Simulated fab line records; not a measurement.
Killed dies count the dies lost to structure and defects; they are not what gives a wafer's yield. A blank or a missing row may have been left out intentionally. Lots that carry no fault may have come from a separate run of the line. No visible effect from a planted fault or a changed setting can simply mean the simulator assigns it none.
fab line records -- flow nand_harc -- part 2 of 2: steps 29 to 40 of 40
record lots=5, wafers=15, last_day=24
route steps=1159 shown HYBRID_BOND@1100 THIN_TSV@1101
lots that met no fault: taken from a fault-free run of the same line
start_h: the number of hours between the record's first day and the start of the first shown wafer of the lot -- wait_h: time in hours since the lot's previous step -- " unchanged from the row above -- L1.1+2: several wafers, shown together as one row -- - no value present, or no start provided -- * or withheld: withheld -- < > ~ a bound
route shown NAME@n: a module of which the file shows steps, and the number in the route of the first -- usual: mean/standard deviation taken from wafers without a fault -- same: alike in all rows -- chamber/n: place in a boat -- sites: the reading at each site -- _std_site: standard deviation of those values -- _edge_site: inner sites' mean taken away from outer sites' mean -- radius_mm: for every site, how far away it sits from the centre of the wafer -- mask NAME#n: copy n -- behind: the tool/chamber that last shaped the wafer -- hold: what put the lot on hold/how long, in hours/how the hold closed -- device: the transistor (n, p or np) that didn't switch -- end of line: tests of these same wafers at the route's end -- a step given without rows: its recipe and nothing more -- killed: not the wafer's yield, but the dies lost to structure and defects at the first sort -- map: the dies of a wafer, with x for killed, . for not killed, _ for no die there
set.NAME: the run value of the setting; set.NAME@STEP: its run value at that earlier step -- model.NAME: the simulator's own value behind a step, which no gauge read
certain route steps with their lots: each step a table, each wafer a row
services: a tool's chamber out of use, with start hour (start_h, from the record's first day; less than 0 if before it), hours out, and reason
## steps
# step NHARC_THIN_TSV_PRE_CLEAN_50
# recipe time_s=30, temp_c=280, gas=H2/He
# usual heater_power_w=431/48, susceptor_temp_C=280.03/0.19
lot.wafer,tool,chamber,start_h,wait_h,heater_power_w,susceptor_temp_C
L078.3,pvd_sputter-02,-,-,-,416,-
L078.2,pvd_sputter-02,-,-,-,468,-
L078.4,pvd_sputter-02,-,-,-,429,-
L075.4,pvd_sputter-03,-,-,-,477,280.15
L075.2,pvd_sputter-03,-,-,-,419,280.15
L075.3,pvd_sputter-03,-,-,-,494,280.19
L081.2,pvd_sputter-02,-,-,-,438,280.11
L081.3,pvd_sputter-02,-,-,-,417,280.11
L081.5,pvd_sputter-02,-,-,-,409,279.93
L089.4,pvd_sputter-03,-,-,-,365,280.08
L089.3,pvd_sputter-03,-,-,-,468,280.38
L089.6,pvd_sputter-03,-,-,-,489,280.14
L096.3,pvd_sputter-02,-,-,-,484,279.99
L096.1,pvd_sputter-02,-,-,-,419,279.86
L096.5,pvd_sputter-02,-,-,-,460,280.30
# step NHARC_THIN_TSV_PVD_19
# recipe target_thk_a=200, chamber_pressure_pa=5, material=TaN
# usual throttle_valve_pct=30.2/0.75
lot.wafer,tool,chamber,start_h,wait_h,throttle_valve_pct
L078.3,pvd_sputter-02,-,-,-,31.8
L078.4,pvd_sputter-02,-,-,-,29.6
L078.2,pvd_sputter-02,-,-,-,30.0
L075.3,pvd_sputter-03,-,-,-,30.3
L075.4,pvd_sputter-03,-,-,-,30.4
L075.2,pvd_sputter-03,-,-,-,29.6
L081.2,pvd_sputter-02,-,-,-,31.4
L081.3,pvd_sputter-02,-,-,-,29.7
L081.5,pvd_sputter-02,-,-,-,29.6
L089.3,pvd_sputter-03,-,-,-,30.5
L089.4,pvd_sputter-03,-,-,-,29.1
L089.6,pvd_sputter-03,-,-,-,29.3
L096.3,pvd_sputter-02,-,-,-,31.6
L096.1,pvd_sputter-02,-,-,-,29.7
L096.5,pvd_sputter-02,-,-,-,31.5
# step NHARC_THIN_TSV_PVD_51
# recipe target_thk_a=1000, chamber_pressure_pa=5, material=Cu
# usual throttle_valve_pct=30.2/0.72
lot.wafer,tool,chamber,start_h,wait_h,throttle_valve_pct
L078.3,pvd_sputter-02,-,-,-,29.9
L078.4,pvd_sputter-02,-,-,-,29.9
L078.2,pvd_sputter-02,-,-,-,31.4
L075.3,pvd_sputter-03,-,-,-,30.3
L075.4,pvd_sputter-03,-,-,-,30.3
L075.2,pvd_sputter-03,-,-,-,29.4
L081.3,pvd_sputter-02,-,-,-,31.5
L081.2,pvd_sputter-02,-,-,-,31.8
L081.5,pvd_sputter-02,-,-,-,31.3
L089.4,pvd_sputter-03,-,-,-,30.4
L089.3,pvd_sputter-03,-,-,-,29.5
L089.6,pvd_sputter-03,-,-,-,30.8
L096.1,pvd_sputter-02,-,-,-,31.4
L096.3,pvd_sputter-02,-,-,-,31.3
L096.5,pvd_sputter-02,-,-,-,30.3
# step NHARC_THIN_TSV_ECD_20
# recipe target_thk_a=20000, material=Cu
lot.wafer,tool,chamber,start_h,wait_h
L078.2+3+4,ecd_cu-02,"1,1,0",443.21,-
L075.2+3+4,ecd_cu-01,"1,0,1",444.81,-
L081.2+3+5,ecd_cu-02,"1,1,0",472.37,-
L089.4+3+6,ecd_cu-02,"0,1,0",521.16,-
L096.1+3+5,ecd_cu-01,1,558.96,-
# step NHARC_THIN_TSV_ANNEAL_52
# recipe temp_c=225, time_s=90
# usual anneal_temp_c_max=226.7/0.48, wafer_temp_C_max=225.72/0.23
lot.wafer,tool,chamber,start_h,wait_h,anneal_temp_c_max,wafer_temp_C_max
L078.2,rtp_anneal-01,0,443.98,0.7,227.0,225.55
L078.3,rtp_anneal-01,0,443.98,0.7,226.5,225.77
L078.4,rtp_anneal-01,0,443.98,0.7,226.9,225.69
L075.2,rtp_anneal-01,0,445.49,0.6,227.0,225.69
L075.3,rtp_anneal-01,0,445.49,0.6,227.4,225.60
L075.4,rtp_anneal-01,0,445.49,0.6,227.2,225.65
L081.2,rtp_anneal-01,0,473.19,0.7,227.2,225.51
L081.3,rtp_anneal-01,0,473.19,0.7,227.0,225.27
L081.5,rtp_anneal-01,0,473.19,0.7,227.0,225.49
L089.3,rtp_anneal-02,0,521.87,0.5,226.3,225.73
L089.4,rtp_anneal-02,0,521.87,0.5,226.2,225.73
L089.6,rtp_anneal-02,0,521.87,0.5,226.2,226.06
L096.1,rtp_anneal-02,0,559.59,0.5,226.3,225.55
L096.3,rtp_anneal-02,0,559.59,0.5,227.1,225.74
L096.5,rtp_anneal-02,0,559.59,0.5,226.2,226.03
# step NHARC_THIN_TSV_CMP_21
# recipe t_overpolish_s=30, target_thk_nm=2000
# usual motor_current_A=12.1/1.4, overpolish_run_s=29.999/0.0086
lot.wafer,tool,chamber,start_h,wait_h,motor_current_A,overpolish_run_s
L078.2,cmp-03,3,444.27,-,10.0,29.998
L078.3,cmp-03,0,444.27,-,14.4,29.981
L078.4,cmp-03,1,444.27,-,11.2,30.005
L075.3,cmp-01,3,445.81,-,12.3,30.010
L075.2,cmp-01,0,445.81,-,12.0,29.995
L075.4,cmp-01,1,445.81,-,12.3,29.987
L081.2,cmp-03,2,473.47,-,12.9,29.995
L081.3,cmp-03,1,473.47,-,11.8,30.003
L081.5,cmp-03,3,473.47,-,9.4,30.007
L089.4,cmp-01,0,522.15,-,12.4,29.990
L089.3,cmp-01,1,522.15,-,12.5,30.003
L089.6,cmp-01,3,522.15,-,12.9,29.990
L096.3,cmp-01,2,559.97,-,11.1,29.992
L096.1,cmp-01,0,559.97,-,12.5,30.004
L096.5,cmp-01,1,559.97,-,12.4,29.996
# step NHARC_THIN_TSV_SRD_23
lot.wafer,tool,chamber,start_h,wait_h
L078.2+3+4,wet_bench-08,"2,3,4",444.64,0.0
L075.2+3+4,wet_bench-08,"3,5,0",446.14,0.0
L081.5+2+3,wet_bench-08,"3,5,7",473.84,0.0
L089.6+3+4,wet_bench-08,"6,1,3",522.48,0.0
L096.3+1+5,wet_bench-08,"5,6,1",560.30,0.0
# step NHARC_THIN_TSV_DEGAS_53
# recipe temp_c=300, time_s=60
# usual heater_power_w=482/56, susceptor_temp_C=299.97/0.18
lot.wafer,tool,chamber,start_h,wait_h,heater_power_w,susceptor_temp_C
L078.2,pvd_sputter-02,-,444.73,0.1,495,300.02
L078.3,pvd_sputter-02,-,444.73,0.1,544,299.86
L078.4,pvd_sputter-02,-,444.73,0.1,535,300.49
L075.4,pvd_sputter-03,-,446.24,0.1,547,300.50
L075.3,pvd_sputter-03,-,446.24,0.1,490,299.99
L075.2,pvd_sputter-03,-,446.24,0.1,415,299.72
L081.2,pvd_sputter-01,-,473.93,0.1,473,300.07
L081.3,pvd_sputter-01,-,473.93,0.1,439,300.02
L081.5,pvd_sputter-01,-,473.93,0.1,427,299.86
L089.3,pvd_sputter-02,-,522.59,0.1,475,300.12
L089.4,pvd_sputter-02,-,522.59,0.1,535,299.72
L089.6,pvd_sputter-02,-,522.59,0.1,472,300.05
L096.3,pvd_sputter-01,-,560.40,0.1,520,299.72
L096.1,pvd_sputter-01,-,560.40,0.1,389,300.06
L096.5,pvd_sputter-01,-,560.40,0.1,533,300.06
# step NHARC_THIN_TSV_PRE_CLEAN_54
# recipe time_s=30, temp_c=280, gas=H2/He
# usual heater_power_w=419/49, susceptor_temp_C=279.99/0.17
lot.wafer,tool,chamber,start_h,wait_h,heater_power_w,susceptor_temp_C
L078.3,pvd_sputter-02,-,444.80,0.0,408,-
L078.4,pvd_sputter-02,-,444.80,0.0,477,-
L078.2,pvd_sputter-02,-,444.80,0.0,437,-
L075.4,pvd_sputter-03,-,446.31,0.1,480,-
L075.3,pvd_sputter-03,-,446.31,0.1,356,-
L075.2,pvd_sputter-03,-,446.31,0.1,493,-
L081.3,pvd_sputter-01,-,474.01,0.1,387,279.82
L081.2,pvd_sputter-01,-,474.01,0.1,383,280.04
L081.5,pvd_sputter-01,-,474.01,0.1,410,280.06
L089.4,pvd_sputter-02,-,522.65,0.0,440,280.41
L089.3,pvd_sputter-02,-,522.65,0.0,490,279.86
L089.6,pvd_sputter-02,-,522.65,0.0,415,280.15
L096.1,pvd_sputter-01,-,560.49,0.1,445,280.06
L096.3,pvd_sputter-01,-,560.49,0.1,381,279.80
L096.5,pvd_sputter-01,-,560.49,0.1,382,279.85
# step NHARC_THIN_TSV_PVD_55
# recipe target_thk_a=500, material=TiN
lot.wafer,tool,chamber,start_h,wait_h
L078.3+2+4,pvd_sputter-02,-,444.88,0.1
L075.2+3+4,pvd_sputter-03,-,446.39,0.0
L081.3+2+5,pvd_sputter-01,-,474.11,0.1
L089.3+4+6,pvd_sputter-02,-,522.77,0.1
L096.3+1+5,pvd_sputter-01,-,560.54,0.0
# step NHARC_THIN_TSV_PVD_24
# recipe target_thk_a=8000, power_w=withheld, chamber_pressure_pa=withheld, substrate_temp_c=withheld, time_s=withheld, gas=Ar, material=Al
lot.wafer,tool,chamber,start_h,wait_h
L078.3+2+4,pvd_sputter-02,-,445.03,0.1
L075.3+2+4,pvd_sputter-03,-,446.54,0.1
L081.3+2+5,pvd_sputter-01,-,474.24,0.1
L089.3+4+6,pvd_sputter-02,-,522.93,0.1
L096.1+3+5,pvd_sputter-01,-,560.70,0.1
# step NHARC_THIN_TSV_DEHYDRATE_25
# recipe temp_c=150, time_s=120
lot.wafer,tool,chamber,start_h,wait_h
L078.2+3+4,litho_track-05,0,445.44,-
L075.2+3+4,litho_track-03,0,446.96,-
L081.2+3+5,litho_track-07,0,474.67,-
L089.3+4+6,litho_track-03,0,523.32,-
L096.1+3+5,litho_track-05,0,561.11,-
## services
tool,chamber,start_h,hours,kind
rie_diel-08,0,416.34,102.6,repair
plasma_asher-02,-,422.11,1.7,repair
wet_bench-10,-,423.20,8.0,pm
rie_diel-08,-,435.59,0.2,repair
pvd_sputter-03,-,440.19,3.5,repair
rie_diel-07,1,452.43,3.9,repair
plasma_asher-01,-,453.20,9.0,pm
pvd_sputter-03,-,458.00,10.0,pm
plasma_asher-02,-,459.37,6.4,repair
grinder-01,-,460.21,3.5,repair
pecvd-03,-,473.19,13.0,pm
cmp-01,-,474.60,4.0,pm
plasma_asher-01,-,474.87,0.4,repair
rie_diel-08,-,478.80,9.0,pm
krf_scanner-02,-,496.29,0.3,repair
grinder-01,-,497.87,0.4,repair
pvd_sputter-03,-,505.02,1.3,repair
rie_diel-07,0,508.92,10.8,repair
rie_diel-08,2,512.19,16.3,repair
pvd_sputter-01,-,514.04,10.0,pm
plasma_asher-01,-,536.35,0.4,repair
litho_track-07,-,539.00,7.0,pm
rie_diel-08,1,539.70,6.2,repair
grinder-01,-,541.94,2.1,repair
